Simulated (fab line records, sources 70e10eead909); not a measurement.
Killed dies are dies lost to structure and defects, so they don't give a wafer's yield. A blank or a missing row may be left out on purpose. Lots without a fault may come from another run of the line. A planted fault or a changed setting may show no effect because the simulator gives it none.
fab line records | flow nand_harc
record lots=24 wafers=72 last_day=32
route steps=1302 shown A_CONTACT@1052 A_M0@1161
lots that met no fault: from a run of the same line without faults
start_h: hours from the record's first day to the start of the lot's first wafer shown | wait_h: hours since the lot's step before | " the same as in the row above | L1.1+2: a row that stands for several wafers | - no value, or no start given | * or withheld: withheld | < > ~ a bound
route shown NAME@n: a module of which the file shows steps, and the number in the route of the first | usual: mean/standard deviation of fault-free wafers | same: alike in all rows | chamber/n: place in a boat | sites: the reading at each site | _std_site: their standard deviation | _edge_site: outer sites' mean less inner sites' | radius_mm: how far each site lies from the wafer's centre | mask NAME#n: copy n | behind: the tool/chamber that last shaped the wafer | hold: why the lot was held/for how many hours/how that ended | device: the transistor (n, p or np) that didn't switch | end of line: the same wafers' tests at the end of the route | a step without rows: its recipe alone | killed: dies lost to structure and defects at the first sort, not the wafer's yield | map: a wafer's dies, x killed, . not, _ none there
set.NAME: the setting as run; set.NAME@STEP: as run at that earlier step | model.NAME: the simulator's own value behind a step, which no gauge read
steps of the route over a sample of lots; a table a step, a row a wafer
services: from which hour (start_h, from the record's first day; less than 0 if before it) a tool's chamber was out of use, for how many hours, and why
## steps
# step NHARC_A_CONTACT_ETCH_129
# recipe source_w=withheld pressure_mtorr=20 bias_v=3000 time_s=197 target_depth_a=19180 ar_flow_sccm=withheld c4f8_flow_sccm=withheld o2_flow_sccm=withheld chemistry=C4F8/O2/Ar
# usual chamber_pressure_mTorr=20.000/0.016
# columns lot.wafer tool chamber start_h wait_h chamber_pressure_mTorr rf_hours_counter_h
L074.2 har_cap_etch-03 1 508.20 0.1 20.009 40
L074.1 " 0 " " 20.004 40
L074.6 " 0 " " 20.010 -
L076.1 har_cap_etch-03 0 523.40 0.1 19.982 45
L076.4 " 0 " " 19.998 -
L076.5 " 1 " " 20.005 -
L075.1 har_cap_etch-02 1 526.65 0.1 20.022 92
L075.4 " 1 " " 19.954 -
L075.5 " 0 " " 19.994 -
L077.2 har_cap_etch-01 0 527.51 0.1 20.004 5
L077.4 " 1 " " 19.975 -
L077.5 " 1 " " 20.020 -
L078.1 har_cap_etch-03 1 530.65 0.1 19.988 47
L078.2 " 0 " " 20.012 47
L078.6 " 1 " " 20.014 -
L079.2 har_cap_etch-03 1 556.39 0.1 19.982 50
L079.4 " 1 " " 19.998 -
L079.5 " 0 " " 19.993 -
L080.2 har_cap_etch-02 1 572.75 0.1 20.016 99
L080.1 " 0 " " 20.004 99
L080.6 " 1 " " 20.013 -
L081.1 har_cap_etch-03 0 575.99 0.1 19.998 53
L081.4 " 0 " " 19.979 -
L081.5 " 0 " " 19.979 -
L082.3 har_cap_etch-03 1 584.06 0.1 20.015 -
L082.4 " 0 " " 19.988 -
L082.5 " 0 " " 19.991 -
L083.3 har_cap_etch-01 0 594.34 0.1 19.983 -
L083.4 " 1 " " 20.000 -
L083.6 " 1 " " 19.973 -
L084.1 har_cap_etch-01 0 606.51 0.2 19.990 19
L084.4 " 0 " " 20.021 -
L084.5 " 0 " " 20.011 -
L087.1 har_cap_etch-03 0 628.07 0.1 19.984 62
L087.2 " 1 " " 19.977 62
L087.3 " 1 " " 20.003 -
L085.2 har_cap_etch-01 1 629.99 0.2 20.027 23
L085.3 " 1 " " 20.007 -
L085.6 " 0 " " 20.018 -
L086.1 har_cap_etch-03 0 636.92 0.2 19.994 63
L086.3 " 1 " " 19.996 -
L086.4 " 0 " " 20.009 -
L090.2 har_cap_etch-03 0 658.27 0.1 20.015 68
L090.4 " 0 " " 20.017 -
L090.5 " 1 " " 20.003 -
L091.2 har_cap_etch-02 0 658.81 0.1 19.992 115
L091.4 " 0 " " 19.999 -
L091.3 " 1 " " 20.008 -
L089.2 har_cap_etch-01 1 664.02 0.1 19.999 30
L089.4 " 1 " " 20.013 -
L089.5 " 1 " " 20.000 -
L088.2 har_cap_etch-02 0 668.02 0.1 20.020 117
L088.6 " 0 " " 19.983 -
L088.5 " 1 " " 20.016 -
L093.1 har_cap_etch-02 0 683.14 0.1 19.985 121
L093.2 " 1 " " 20.018 121
L093.5 " 1 " " 20.000 -
L092.2 har_cap_etch-01 1 683.68 0.1 20.009 35
L092.4 " 0 " " 20.027 -
L092.6 " 1 " " 20.037 -
L095.1 har_cap_etch-02 1 701.87 0.1 20.021 125
L095.2 " 0 " " 20.020 125
L095.6 " 1 " " 19.985 -
L094.2 har_cap_etch-03 0 702.28 0.1 19.990 78
L094.1 " 1 " " 20.006 78
L094.3 " 0 " " 19.988 -
L097.1 har_cap_etch-02 1 710.87 0.1 20.007 126
L097.3 " 1 " " 19.973 -
L097.5 " 0 " " 20.012 -
L096.1 har_cap_etch-03 0 715.85 0.1 19.997 81
L096.4 " 1 " " 20.024 -
L096.6 " 1 " " 19.989 -
# step NHARC_A_CONTACT_ETCH_133
# recipe source_w=withheld pressure_mtorr=20 bias_v=400 time_s=374 target_depth_a=16100 ar_flow_sccm=withheld c4f8_flow_sccm=11.5 o2_flow_sccm=7.2 chemistry=C4F8/O2/Ar
# usual chamber_pressure_mTorr=20.000/0.018
# columns lot.wafer tool chamber start_h wait_h chamber_pressure_mTorr rf_hours_counter_h
L074.2 har_cap_etch-03 1 508.91 0.1 20.024 41
L074.1 " 0 " " 20.014 41
L074.6 " 0 " " 20.001 -
L076.1 har_cap_etch-03 0 524.15 0.2 20.027 46
L076.4 " 0 " " 19.985 -
L076.5 " 1 " " 19.993 -
L075.1 har_cap_etch-02 1 527.36 0.1 19.987 92
L075.4 " 1 " " 20.012 -
L075.5 " 0 " " 19.971 -
L077.2 har_cap_etch-01 0 528.26 0.2 20.000 6
L077.4 " 1 " " 20.003 -
L077.5 " 1 " " 19.991 -
L078.1 har_cap_etch-03 1 531.36 0.1 19.977 48
L078.2 " 0 " " 19.949 48
L078.6 " 1 " " 19.985 -
L079.2 har_cap_etch-03 1 557.14 0.2 19.964 51
L079.4 " 1 " " 20.008 -
L079.5 " 0 " " 20.009 -
L080.2 har_cap_etch-02 1 573.46 0.1 19.980 99
L080.1 " 0 " " 20.012 99
L080.6 " 1 " " 20.004 -
L081.1 har_cap_etch-03 0 576.69 0.1 20.000 54
L081.4 " 0 " " 19.978 -
L081.5 " 0 " " 19.999 -
L082.3 har_cap_etch-03 1 584.85 0.2 20.033 -
L082.4 " 0 " " 19.994 -
L082.5 " 0 " " 19.987 -
L083.3 har_cap_etch-01 0 595.13 0.2 20.003 -
L083.4 " 1 " " 19.993 -
L083.6 " 1 " " 20.000 -
L084.1 har_cap_etch-01 0 607.50 0.3 19.999 20
L084.4 " 0 " " 20.035 -
L084.5 " 0 " " 20.007 -
L087.1 har_cap_etch-03 0 628.77 0.1 19.997 62
L087.2 " 1 " " 20.015 62
L087.3 " 1 " " 19.995 -
L085.2 har_cap_etch-01 1 630.99 0.3 20.007 23
L085.3 " 1 " " 19.989 -
L085.6 " 0 " " 20.005 -
L086.1 har_cap_etch-03 0 637.91 0.2 20.014 64
L086.3 " 1 " " 20.010 -
L086.4 " 0 " " 20.008 -
L090.2 har_cap_etch-03 0 659.03 0.2 19.987 68
L090.4 " 0 " " 19.979 -
L090.5 " 1 " " 20.016 -
L091.2 har_cap_etch-02 0 659.52 0.1 20.011 115
L091.4 " 0 " " 19.995 -
L091.3 " 1 " " 20.014 -
L089.2 har_cap_etch-01 1 664.73 0.1 20.010 31
L089.4 " 1 " " 20.012 -
L089.5 " 1 " " 19.993 -
L088.2 har_cap_etch-02 0 668.73 0.1 19.980 117
L088.6 " 0 " " 20.030 -
L088.5 " 1 " " 20.008 -
L093.1 har_cap_etch-02 0 683.85 0.1 19.994 121
L093.2 " 1 " " 19.959 121
L093.5 " 1 " " 19.999 -
L092.2 har_cap_etch-01 1 684.40 0.1 20.021 35
L092.4 " 0 " " 19.979 -
L092.6 " 1 " " 20.002 -
L095.1 har_cap_etch-02 1 702.57 0.1 19.983 125
L095.2 " 0 " " 20.021 125
L095.6 " 1 " " 20.007 -
L094.2 har_cap_etch-03 0 702.98 0.1 19.991 79
L094.1 " 1 " " 19.944 79
L094.3 " 0 " " 20.004 -
L097.1 har_cap_etch-02 1 711.57 0.1 20.031 127
L097.3 " 1 " " 19.998 -
L097.5 " 0 " " 19.977 -
L096.1 har_cap_etch-03 0 716.55 0.1 20.024 82
L096.4 " 1 " " 20.013 -
L096.6 " 1 " " 20.021 -
# step NHARC_A_CONTACT_ETCH_91
# recipe target_depth_a=400 over_etch_frac=0.5 time_s=85.7 ion_energy_ev=120 ch3f_flow_sccm=50 o2_flow_sccm=30 ar_flow_sccm=200 rf_w=500 bias_w=100 chemistry=CH3F/O2
# usual chamber_pressure_mTorr=25.001/0.023 drypump_motor_current_A=5.6/0.51 oes_product_au=0.934/0.027 rf_vpp_V=244.2/1.6 showerhead_plenum_p_Torr=2.46/0.11 throttle_valve_pct=20.665/0.0091
# same over_etch_frac=0.5
# columns lot.wafer tool chamber start_h wait_h chamber_pressure_mTorr drypump_motor_current_A oes_product_au rf_hours_counter_h rf_vpp_V showerhead_plenum_p_Torr throttle_valve_pct
L074.1 rie_diel-04 0 509.70 0.6 25.028 6.0 0.940 17 246.8 2.58 20.671
L074.2 " 3 " " 25.052 5.0 0.914 25 241.8 2.30 20.668
L074.6 " 3 " " 24.980 5.0 0.918 - 241.9 2.30 20.676
L076.1 rie_diel-08 2 524.90 0.7 24.995 6.3 0.935 55 243.2 2.45 20.663
L076.4 " 3 " " 25.017 5.1 0.899 57 245.0 2.50 20.669
L076.5 " 2 " " 25.006 6.3 0.943 - 245.7 2.45 20.672
L075.1 rie_diel-04 0 528.18 0.7 24.969 6.0 0.949 22 246.1 2.57 20.662
L075.4 " 2 " " 24.961 6.4 0.944 26 242.3 2.37 20.656
L075.5 " 3 " " 24.996 5.0 0.949 - 242.1 2.30 20.655
L077.4 rie_diel-10 2 528.99 0.6 24.995 5.1 0.920 21 247.5 2.63 20.656
L077.2 " 3 " " 25.017 5.7 0.909 22 245.1 2.47 20.671
L077.5 " 3 " " 24.977 5.7 0.917 - 244.4 2.47 20.667
L078.2 rie_diel-08 0 532.15 0.6 25.003 6.0 0.933 57 245.3 2.64 20.676
L078.1 " 1 " " 25.041 5.5 0.924 55 244.8 2.46 20.660
L078.6 " 3 " " 24.984 5.1 0.906 - 245.5 2.50 20.651
L079.2 rie_diel-04 3 557.88 0.7 25.035 5.0 0.924 2 242.0 2.30 20.670
L079.4 " 0 " " 25.039 6.0 0.935 2 246.1 2.57 20.684
L079.5 " 3 " " 25.003 4.9 0.928 - 242.3 2.30 20.655
L080.2 rie_diel-08 2 574.24 0.7 24.975 6.3 0.940 9 244.2 2.45 20.665
L080.1 " 1 " " 24.984 5.5 0.912 7 244.7 2.46 20.655
L080.6 " 1 " " 25.021 5.5 0.908 - 243.4 2.46 20.662
L081.4 rie_diel-04 0 577.50 0.6 24.976 6.0 0.929 5 245.1 2.57 20.649
L081.1 " 2 " " 24.988 6.4 0.924 6 243.9 2.36 20.665
L081.5 " 0 " " 24.957 6.0 0.929 - 244.5 2.57 20.670
L082.4 rie_diel-04 3 585.50 0.5 24.982 5.0 0.912 7 242.6 2.29 20.665
L082.3 " 0 " " 25.022 6.0 0.914 6 246.6 2.57 20.660
L082.5 " 0 " " 24.997 6.0 0.931 - 244.6 2.57 20.644
L083.4 rie_diel-04 3 595.79 0.5 25.008 5.0 0.915 9 243.4 2.29 20.648
L083.3 " 1 " " 24.977 5.5 0.916 7 244.4 2.47 20.667
L083.6 " 3 " " 24.988 5.0 0.914 - 243.3 2.29 20.672
L084.4 rie_diel-04 1 608.35 0.6 25.002 5.5 0.918 9 243.4 2.47 20.659
L084.1 " 3 " " 24.993 5.0 0.917 10 242.2 2.29 20.671
L084.5 " 0 " " 25.050 6.0 0.917 - 244.8 2.57 20.665
L087.2 rie_diel-04 3 629.56 0.7 24.963 5.0 0.992 14 242.0 2.29 20.650
L087.3 " 0 " " 24.963 6.0 1.003 13 244.5 2.57 20.658
L087.1 " 1 " " 24.976 5.5 1.003 13 244.3 2.47 20.668
L085.2 rie_diel-04 1 631.83 0.7 25.016 5.5 0.918 13 245.4 2.47 20.671
L085.3 " 2 " " 24.966 6.4 0.936 15 242.0 2.36 20.675
L085.6 " 2 " " 24.994 6.4 0.931 - 243.9 2.36 20.653
L086.1 rie_diel-04 2 638.76 0.8 24.998 6.4 0.911 16 243.3 2.36 20.675
L086.3 " 3 " " 24.988 5.0 0.922 16 242.3 2.29 20.669
L086.4 " 0 " " 25.031 6.0 0.918 14 245.2 2.57 20.656
L090.2 rie_diel-04 2 659.97 0.8 25.029 6.4 1.000 18 243.3 2.36 20.682
L090.4 " 0 " " 25.049 6.0 1.000 19 246.6 2.57 20.658
L090.5 " 2 " " 25.009 6.3 0.994 - 240.9 2.36 20.662
L091.2 rie_diel-10 1 660.31 0.7 25.045 5.5 0.990 17 247.1 2.59 20.669
L091.4 " 2 " " 25.011 5.1 1.010 15 245.9 2.61 20.672
L091.3 " 3 " " 25.004 5.8 0.975 17 242.4 2.45 20.665
L089.4 rie_diel-10 0 665.55 0.6 25.036 5.0 0.924 19 245.9 2.61 20.661
L089.2 " 1 " " 24.960 5.5 0.918 17 246.7 2.59 20.666
L089.5 " 2 " " 25.031 5.1 0.942 - 246.9 2.61 20.661
L088.2 rie_diel-04 1 669.57 0.8 25.019 5.5 0.926 22 243.6 2.47 20.664
L088.5 " 2 " " 24.983 6.4 0.996 - 243.1 2.36 20.650
L088.6 " 3 " " 25.006 4.9 0.907 - 242.1 2.29 20.654
L093.1 rie_diel-04 0 684.64 0.7 24.985 6.0 0.940 25 246.2 2.56 20.649
L093.2 " 2 " " 25.017 6.3 0.923 23 243.6 2.36 20.658
L093.5 " 0 " " 24.991 6.0 0.935 - 245.5 2.56 20.659
L092.4 rie_diel-04 0 685.20 0.5 25.002 6.0 0.919 25 244.0 2.56 20.656
L092.2 " 1 " " 24.987 5.5 0.918 25 243.1 2.47 20.655
L092.6 " 0 " " 25.024 6.0 0.921 - 245.7 2.56 20.677
L095.2 rie_diel-04 1 703.36 0.7 25.030 5.5 0.933 27 244.3 2.46 20.680
L095.1 " 2 " " 25.013 6.4 0.927 26 242.7 2.36 20.658
L095.6 " 1 " " 24.991 5.5 0.920 - 245.4 2.46 20.678
L094.3 rie_diel-04 2 703.78 0.6 25.026 6.4 0.913 26 242.2 2.36 20.668
L094.1 " 3 " " 25.009 5.0 0.918 29 242.0 2.29 20.655
L094.2 " 0 " " 24.946 6.0 0.929 28 244.4 2.56 20.674
L097.1 rie_diel-08 2 712.37 0.7 24.975 6.4 0.935 58 244.3 2.43 20.643
L097.3 " 3 " " 24.969 5.1 0.926 57 244.7 2.47 20.670
L097.5 " 2 " " 24.990 6.4 0.931 - 245.3 2.43 20.674
L096.1 rie_diel-10 2 717.46 0.8 25.033 5.1 0.942 32 245.7 2.61 20.677
L096.4 " 3 " " 25.006 5.8 0.916 34 245.4 2.45 20.673
L096.6 " 1 " " 25.058 5.5 0.918 - 247.2 2.58 20.674
# step NHARC_A_CONTACT_ETCH_97
# recipe target_depth_a=200 over_etch_frac=0.5 time_s=10 ion_energy_ev=250 c4f6_flow_sccm=25 o2_flow_sccm=20 ar_flow_sccm=500 rf_w=600 bias_w=500 chemistry=C4F6/O2
# usual c4f6_flow_sccm=25.00/0.079 chamber_pressure_mTorr=29.998/0.026 drypump_motor_current_A=5.7/0.51 oes_product_au=0.952/0.021 rf_vpp_V=547/3.6 showerhead_plenum_p_Torr=3.93/0.17 throttle_valve_pct=26.903/0.0093
# same over_etch_frac=0.5
# columns lot.wafer tool chamber start_h wait_h c4f6_flow_sccm chamber_pressure_mTorr drypump_motor_current_A oes_product_au rf_hours_counter_h rf_vpp_V showerhead_plenum_p_Torr throttle_valve_pct
L074.1 rie_diel-04 2 509.87 0.2 25.03 29.960 6.4 0.981 23 544 3.79 26.884
L074.2 " 3 " " 24.95 29.959 5.0 0.951 25 543 3.68 26.904
L074.6 " 3 " " 25.00 30.029 5.0 0.950 - 541 3.68 26.911
L076.1 rie_diel-08 0 - - 25.11 29.974 6.0 0.968 55 552 4.19 26.914
L076.5 " 3 " " 24.88 30.019 5.1 0.959 - 548 3.98 26.896
L076.4 " 1 " " 25.13 30.038 5.5 0.946 - 547 3.93 26.926
L075.4 rie_diel-04 2 - - 25.04 30.001 6.4 0.966 26 544 3.78 26.902
L075.1 " 0 " " 24.93 29.990 6.0 0.958 22 550 4.10 26.897
L075.5 " 2 " " 24.94 30.007 6.4 0.958 - 542 3.78 26.899
L077.4 rie_diel-10 2 - - 24.90 30.039 5.1 0.943 21 553 4.18 26.906
L077.2 " 3 " " 25.07 29.990 5.8 0.945 22 546 3.94 26.908
L077.5 " 2 " " 24.89 30.003 5.1 0.951 - 553 4.18 26.906
L078.1 rie_diel-08 0 532.32 0.1 24.98 29.980 6.1 0.959 57 553 4.19 26.903
L078.2 " 1 " " 25.07 30.005 5.5 0.945 55 548 3.93 26.902
L078.6 " 3 " " 25.01 29.972 5.1 0.930 - 547 3.98 26.903
L079.4 rie_diel-04 1 - - 25.09 29.975 5.5 0.922 2 548 3.95 26.898
L079.2 " 2 " " 25.01 29.971 6.3 0.928 2 544 3.78 26.885
L079.5 " 1 " " 25.00 30.012 5.5 0.918 - 547 3.95 26.903
L080.2 rie_diel-08 2 574.41 0.1 24.99 30.027 6.3 0.963 9 547 3.91 26.908
L080.1 " 3 " " 25.10 30.009 5.1 0.978 9 547 3.98 26.904
L080.6 " 1 " " 24.95 30.044 5.5 0.947 - 547 3.92 26.896
L081.1 rie_diel-04 1 - - 24.86 30.035 5.5 0.926 5 547 3.95 26.900
L081.4 " 0 " " 24.81 29.994 6.0 0.952 5 551 4.09 26.899
L081.5 " 2 " " 25.01 29.985 6.4 0.926 - 544 3.78 26.917
L082.3 rie_diel-04 2 - - 25.00 29.966 6.3 0.935 7 543 3.78 26.945
L082.4 " 0 " " 24.98 30.022 6.0 0.941 6 550 4.09 26.892
L082.5 " 3 " " 25.01 30.001 5.0 0.932 - 543 3.68 26.900
L083.4 rie_diel-04 0 - - 25.02 30.030 6.0 0.933 8 551 4.09 26.914
L083.3 " 1 " " 25.13 30.016 5.5 0.931 7 547 3.94 26.904
L083.6 " 3 " " 24.92 30.016 5.0 0.934 - 542 3.68 26.905
L084.1 rie_diel-04 0 - - 25.07 29.968 6.0 0.950 9 551 4.09 26.902
L084.4 " 2 " " 25.08 29.963 6.4 0.925 10 543 3.78 26.886
L084.5 " 0 " " 25.18 29.994 6.0 0.943 - 550 4.09 26.913
L087.1 rie_diel-04 2 - - 24.99 29.981 6.3 0.998 14 546 3.78 26.903
L087.2 " 0 " " 24.83 30.006 6.0 0.998 13 551 4.09 26.902
L087.3 " 1 " " 24.97 30.030 5.5 0.990 13 549 3.94 26.904
L085.3 rie_diel-04 1 - - 25.06 29.972 5.5 0.935 13 546 3.94 26.897
L085.2 " 0 " " 25.09 30.025 6.0 0.923 13 550 4.09 26.914
L085.6 " 1 " " 25.18 30.032 5.5 0.926 - 548 3.94 26.894
L086.4 rie_diel-04 1 - - 25.11 30.022 5.5 0.964 15 546 3.94 26.920
L086.3 " 2 " " 24.96 30.024 6.4 0.951 16 543 3.77 26.901
L086.1 " 3 " " 25.07 29.975 5.0 0.931 16 542 3.67 26.898
L090.2 rie_diel-04 0 - - 24.97 29.997 6.0 0.985 19 551 4.08 26.905
L090.4 " 2 " " 25.00 30.017 6.4 0.995 18 542 3.77 26.904
L090.5 " 0 " " 24.93 30.002 6.0 0.993 - 550 4.09 26.911
L091.3 rie_diel-10 1 - - 25.05 30.018 5.5 0.985 17 551 4.12 26.906
L091.4 " 2 " " 24.99 29.959 5.1 1.006 15 552 4.15 26.912
L091.2 " 3 " " 24.89 29.969 5.7 0.972 17 546 3.92 26.916
L089.4 rie_diel-10 0 - - 25.02 29.963 5.0 0.931 19 552 4.15 26.896
L089.2 " 3 " " 25.00 30.005 5.7 0.936 18 547 3.92 26.924
L089.5 " 0 " " 25.06 29.920 5.0 0.931 - 552 4.15 26.918
L088.2 rie_diel-04 0 - - 24.98 29.982 6.0 0.930 21 550 4.08 26.895
L088.5 " 3 " " 24.95 29.976 5.0 0.945 - 542 3.67 26.914
L088.6 " 0 " " 24.84 30.004 6.0 0.940 - 550 4.08 26.917
L093.2 rie_diel-04 2 - - 25.18 29.981 6.4 0.946 23 545 3.77 26.911
L093.1 " 3 " " 25.04 29.991 5.0 0.934 26 541 3.67 26.897
L093.5 " 1 " " 25.11 29.989 5.5 0.945 - 547 3.93 26.920
L092.2 rie_diel-04 1 - - 24.91 29.998 5.5 0.938 25 548 3.93 26.887
L092.4 " 2 " " 25.09 30.003 6.4 0.968 23 543 3.77 26.903
L092.6 " 0 " " 25.03 29.987 6.0 0.964 - 551 4.08 26.905
L095.2 rie_diel-04 3 - - 24.91 30.010 5.0 0.931 29 541 3.66 26.907
L095.1 " 0 " " 24.99 29.998 6.0 0.952 28 548 4.08 26.883
L095.6 " 0 " " 24.91 30.005 6.0 0.950 - 550 4.08 26.899
L094.2 rie_diel-04 1 - - 25.06 30.020 5.5 0.954 28 548 3.93 26.900
L094.1 " 2 " " 25.03 30.046 6.4 0.962 26 544 3.77 26.911
L094.3 " 3 " " 25.01 30.000 5.0 0.944 29 541 3.66 26.907
L097.1 rie_diel-08 2 - - 24.86 29.994 6.4 0.960 58 545 3.88 26.903
L097.3 " 3 " " 24.88 29.993 5.1 0.954 57 548 3.95 26.902
L097.5 " 1 " " 25.05 29.981 5.5 0.945 - 545 3.89 26.884
L096.4 rie_diel-10 2 - - 25.01 29.992 5.1 0.984 32 550 4.14 26.888
L096.1 " 0 " " 24.88 29.962 5.0 0.958 39 551 4.14 26.893
L096.6 " 2 " " 24.97 29.977 5.1 0.984 - 549 4.14 26.900
# step NHARC_A_CONTACT_OVL_MEAS_09
# usual overlay_x_nm=0.4/0.82 overlay_y_nm=-0.1/0.9
# columns lot.wafer tool chamber start_h wait_h overlay_x_nm overlay_y_nm
L074.1 overlay-02 - 514.04 - -0.7 -0.3
L074.2 " - " " -0.4 -0.2
L074.6 " - " " -0.7 -0.4
L076.1 overlay-02 - 529.62 - -0.3 1.1
L076.4 " - " " 0.0 0.5
L076.5 " - " " -0.3 0.9
L075.1 overlay-02 - 534.13 - 0.4 -1.3
L075.4 " - " " 1.0 -1.1
L075.5 " - " " 1.1 -1.0
L077.2 overlay-02 - 535.01 - 0.0 -0.8
L077.4 " - " " 0.3 -0.5
L077.5 " - " " 0.2 -0.2
L078.1 overlay-02 - 536.54 - -0.2 -0.6
L078.2 " - " " 0.0 -0.3
L078.6 " - " " 0.2 -0.5
L079.2 overlay-01 - 564.97 - 0.4 1.3
L079.4 " - " " 0.5 1.3
L079.5 " - " " 0.6 0.9
L080.1 overlay-02 - 579.70 - 0.3 0.5
L080.2 " - " " 0.3 0.4
L080.6 " - " " 0.5 1.0
L081.1 overlay-01 - 584.31 - -0.2 -1.1
L081.4 " - " " -0.3 -1.2
L081.5 " - " " -0.2 -1.3
L082.3 overlay-01 - 589.20 - -0.4 0.7
L082.4 " - " " -0.8 0.3
L082.5 " - " " -1.1 0.9
L083.3 overlay-01 - 599.99 - -0.1 0.1
L083.4 " - " " -0.4 -0.3
L083.6 " - " " 0.0 0.0
L084.1 overlay-01 - 616.67 - 0.8 -1.9
L084.4 " - " " 0.8 -1.6
L084.5 " - " " 0.6 -1.3
L087.1 overlay-02 - 633.53 - 0.0 -0.4
L087.2 " - " " 0.0 -0.5
L087.3 " - " " -0.1 -0.1
L085.2 overlay-02 - 635.77 - -0.8 1.6
L085.3 " - " " -0.1 2.2
L085.6 " - " " 0.2 1.4
L086.1 overlay-01 - 643.44 - 1.3 -0.8
L086.3 " - " " 1.6 -1.5
L086.4 " - " " 1.8 -0.9
L090.2 overlay-02 - 664.90 - 1.6 0.7
L090.4 " - " " 1.3 0.7
L090.5 " - " " 1.3 1.1
L091.2 overlay-01 - 666.49 - -1.0 0.0
L091.3 " - " " -0.5 -0.3
L091.4 " - " " -0.4 -0.7
L089.2 overlay-01 - 674.44 - 0.5 0.5
L089.4 " - " " -0.2 0.6
L089.5 " - " " -0.3 0.9
L088.2 overlay-01 - 675.78 - 1.9 -0.4
L088.5 " - " " 2.3 -0.1
L088.6 " - " " 1.8 -0.1
L093.1 overlay-01 - 690.53 - 0.8 -0.8
L093.2 " - " " 1.1 -0.4
L093.5 " - " " 1.0 -0.4
L092.2 overlay-02 - 690.56 - 1.3 0.0
L092.4 " - " " 0.9 0.7
L092.6 " - " " 1.4 0.4
L095.1 overlay-01 - 708.64 - 0.0 1.6
L095.2 " - " " 0.6 0.3
L095.6 " - " " 0.3 1.0
L094.1 overlay-02 - 710.19 - 1.2 -1.1
L094.2 " - " " 1.5 -0.9
L094.3 " - " " 1.5 -1.3
L097.1 overlay-01 - 716.07 - -0.7 0.1
L097.3 " - " " -1.0 -0.1
L097.5 " - " " -0.3 0.1
L096.1 overlay-02 - 722.25 - 0.8 -0.7
L096.4 " - " " 1.0 -0.9
L096.6 " - " " 1.4 -0.6
# step NHARC_A_M0_ANNEAL_30
# recipe temp_c=225 time_s=90
# usual anneal_temp_c=225.00/0.18 wafer_temp_C_max=226.1/0.33
# columns lot.wafer tool chamber start_h wait_h anneal_temp_c wafer_temp_C_max
L074.1 rtp_anneal-01 0 526.43 0.3 224.94 226.1
L074.2 " 0 " " 224.97 226.0
L074.6 " 0 " " 225.07 226.4
L076.1 rtp_anneal-01 0 541.95 0.3 225.01 226.7
L076.4 " 0 " " 225.03 226.3
L076.5 " 0 " " 224.69 226.2
L075.1 rtp_anneal-01 0 547.27 - 224.98 226.2
L075.4 " 0 " " 224.92 226.1
L075.5 " 0 " " 224.74 226.3
L077.2 rtp_anneal-01 0 547.86 - 224.91 226.2
L077.4 " 0 " " 224.53 226.3
L077.5 " 0 " " 224.74 225.9
L078.1 rtp_anneal-02 0 549.93 - 224.85 225.5
L078.2 " 0 " " 224.64 225.6
L078.6 " 0 " " 224.76 225.8
L079.2 rtp_anneal-01 0 577.62 - 225.21 226.3
L079.4 " 0 " " 225.07 226.1
L079.5 " 0 " " 224.99 226.4
L080.1 rtp_anneal-01 0 592.24 0.3 224.85 225.9
L080.2 " 0 " " 225.11 225.5
L080.6 " 0 " " 225.05 226.4
L081.1 rtp_anneal-02 0 596.75 0.3 225.04 225.8
L081.4 " 0 " " 225.05 225.8
L081.5 " 0 " " 224.92 225.5
L082.3 rtp_anneal-02 0 601.79 0.3 224.92 226.1
L082.4 " 0 " " 224.91 225.5
L082.5 " 0 " " 224.79 225.8
L083.3 rtp_anneal-02 0 612.08 0.3 225.06 226.0
L083.4 " 0 " " 225.00 225.4
L083.6 " 0 " " 225.43 225.5
L084.1 rtp_anneal-01 0 628.86 - 225.06 226.7
L084.4 " 0 " " 225.06 226.8
L084.5 " 0 " " 225.23 226.1
L087.1 rtp_anneal-01 0 646.28 0.3 225.08 226.3
L087.2 " 0 " " 224.96 226.7
L087.3 " 0 " " 225.14 226.5
L085.2 rtp_anneal-01 0 649.21 - 224.95 226.3
L085.3 " 0 " " 224.97 226.4
L085.6 " 0 " " 225.01 226.2
L086.1 rtp_anneal-01 0 655.42 - 225.02 226.3
L086.3 " 0 " " 225.14 226.2
L086.4 " 0 " " 225.04 227.0
L090.2 rtp_anneal-01 0 677.61 0.3 225.26 226.3
L090.4 " 0 " " 225.03 226.2
L090.5 " 0 " " 225.16 226.4
L091.2 rtp_anneal-02 0 678.83 - 224.98 226.0
L091.3 " 0 " " 225.11 225.7
L091.4 " 0 " " 224.91 225.7
L089.2 rtp_anneal-01 0 687.11 0.3 225.14 226.0
L089.4 " 0 " " 225.04 226.1
L089.5 " 0 " " 225.21 226.3
L088.2 rtp_anneal-02 0 687.91 - 224.84 225.7
L088.5 " 0 " " 225.23 225.8
L088.6 " 0 " " 225.03 225.3
L093.1 rtp_anneal-01 0 702.71 0.3 224.75 226.0
L093.2 " 0 " " 224.93 226.2
L093.5 " 0 " " 225.17 225.9
L092.2 rtp_anneal-02 0 703.75 0.3 224.59 225.7
L092.4 " 0 " " 224.93 225.9
L092.6 " 0 " " 224.77 225.9
L095.1 rtp_anneal-02 0 720.50 - 225.00 225.7
L095.2 " 0 " " 225.07 225.9
L095.6 " 0 " " 225.32 226.1
L094.1 rtp_anneal-01 0 722.27 - 224.97 226.3
L094.2 " 0 " " 224.99 226.1
L094.3 " 0 " " 224.80 225.8
L097.1 rtp_anneal-02 0 728.16 - 224.71 226.0
L097.3 " 0 " " 224.89 225.9
L097.5 " 0 " " 225.06 225.7
L096.1 rtp_anneal-01 0 734.29 0.3 225.26 226.5
L096.4 " 0 " " 225.34 227.0
L096.6 " 0 " " 225.39 226.2
## services
# columns tool chamber start_h hours kind
rie_diel-04 0 486.77 - clean
rie_diel-04 1 486.77 - clean
rie_diel-04 2 486.77 - clean
rie_diel-04 3 486.77 - clean
rie_diel-04 0 491.26 12.4 repair
rie_diel-10 - 491.56 33.9 repair
har_cap_etch-01 - 497.00 17.0 pm
rie_diel-04 0 511.27 - clean
rie_diel-04 1 511.27 - clean
rie_diel-04 2 511.27 - clean
rie_diel-04 3 511.27 - clean
rie_diel-04 3 515.41 4.2 repair
rie_diel-04 - 531.90 9.0 pm
rie_diel-04 0 531.90 9.0 vent_cycle
rie_diel-04 1 531.90 9.0 vent_cycle
rie_diel-04 2 531.90 9.0 vent_cycle
rie_diel-08 - 541.65 3.1 repair
rie_diel-08 - 544.84 9.0 pm
rie_diel-10 - 597.01 9.0 pm
rie_diel-08 1 607.41 5.6 repair
rie_diel-04 2 651.55 7.8 repair
rie_diel-10 3 676.89 4.7 repair
rie_diel-04 - 708.90 9.0 pm
rie_diel-08 - 721.84 9.0 pm
## key
fault none
